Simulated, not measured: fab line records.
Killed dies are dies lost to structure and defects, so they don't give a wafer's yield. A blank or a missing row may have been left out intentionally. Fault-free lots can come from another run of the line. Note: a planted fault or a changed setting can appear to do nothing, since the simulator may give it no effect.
One fault seen from 3 desks ; flow n5 finfet ; what lay behind the numbers comes last; until then each desk has only its own

== METROLOGY DESK ==
What the gauges read, lot by lot, whatever tool the lot ran on: means of the sampled wafers that have a number. Marked OUT: a lot whose mean sits more than 4 standard deviations from the usual mean, which makes it out of limits; the brackets give that distance. Readings shown: 7 of its 11, picked as those furthest out on some lot.
Columns: A = DIBL_P at N5_BEOL_M4_RC_MEAS_101, usual 36.2 mV/V; B = IOFF_N at N5_BEOL_M4_RC_MEAS_101, usual 0.16 nA/um; C = IOFF_P at N5_BEOL_M4_RC_MEAS_101, usual 0.21 nA/um; D = ION_N at N5_BEOL_M4_RC_MEAS_101, usual 673 uA/um; E = ION_P at N5_BEOL_M4_RC_MEAS_101, usual 461 uA/um; F = VT_N at N5_BEOL_M4_RC_MEAS_101, usual 251 mV; G = VT_P at N5_BEOL_M4_RC_MEAS_101, usual -251 mV
lot;first seen here;A;B;C;D;E;F;G
L627;day 6 08:00;34.5;0.15;0.21;680;471;251;-251
L628;day 6 11:56;36.8;0.15;0.22;675;466;252;-253
L629;day 6 16:22;34.8;0.14;0.17;662;452;254;-252
L637;day 8 14:44;35.8;0.16;0.19;684;465;250;-253
L639;day 9 08:40;38.0;0.16;0.22;677;467;249;-249
L643;day 9 23:12;36.4;0.16;0.24;682;473;248;-244
L645;day 10 16:02;37.2;0.17;0.22;677;463;250;-252
L648;day 11 13:05;36.3;0.16;0.20;678;459;250;-254
L649;day 11 20:44;35.4;0.13;0.17;663;458;253;-254
L650;day 12 06:56;40.4;0.22;0.27;697;472;245;-248
This desk's finding: nothing out of limits on any of the 10 lots.

== THE DEFECT DESK ==
What the inspections along the route counted, lot by lot: means of the sampled wafers that have a number. Marked OUT: a lot whose mean sits more than 4 standard deviations from the usual mean, which makes it out of limits; the brackets give that distance.
Columns: A = raw defect count at N5_BEOL_M1_INSPECT_59, usual 71; B = raw defect count at N5_BEOL_M2_INSPECT_13, usual 396
lot;first seen here;A;B
L627;day 6 08:17;84;445
L628;day 6 12:16;46;351
L629;day 6 16:39;64;316
L637;day 8 15:01;349 (+11) OUT;636
L639;day 9 08:57;386 (+12) OUT;676
L643;day 9 23:32;79;426
L645;day 10 16:20;71;384
L648;day 11 13:24;42;345
L649;day 11 21:01;58;387
L650;day 12 07:14;60;322
This desk's verdict: out of limits on L637, L639, starting with L637 at day 8 15:01 (raw defect count at N5_BEOL_M1_INSPECT_59). In limits: L627, L628, L629, L643, L645, L648, L649, L650.

== FOR THE TOOL OWNER'S DESK: cvd co-02 ==
The tool's own readings at N5_BEOL_M1_PRE_CLEAN_60 (time 15 s): means of the sampled wafers that have a number, for each lot that ran on this tool. Marked OUT: a lot whose mean sits more than 4 standard deviations from the usual mean, which makes it out of limits; the brackets give that distance.
Columns: A = heater power w at N5_BEOL_M1_PRE_CLEAN_60, usual 71 W
lot;first seen here;A
L628;day 6 11:59;77
L637;day 8 14:46;76
L639;day 9 08:42;80
L649;day 11 20:46;84
This desk's finding: nothing out of limits on any of the 4 lots.

== ALL TOGETHER ==
The defect desk could have raised an alarm at day 8 15:01, on L637, L639.
From the metrology desk's view, nothing was out of limits.
The desk of the tool owner found nothing out of limits.
The metrology desk holds a record of L637, L639, inside its limits.
Tool owner's desk: L637, L639 on record, inside its limits.
N5_BEOL_M1_PRE_CLEAN_60 was run on cvd co-02 by each of the lots named.

== WHAT THE SIMULATOR PUT IN ==
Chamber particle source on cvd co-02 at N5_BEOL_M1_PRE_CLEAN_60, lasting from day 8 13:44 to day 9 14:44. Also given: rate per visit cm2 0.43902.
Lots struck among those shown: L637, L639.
Hours from the fault's start to each desk's first reading out of limits: the defect desk, 1.
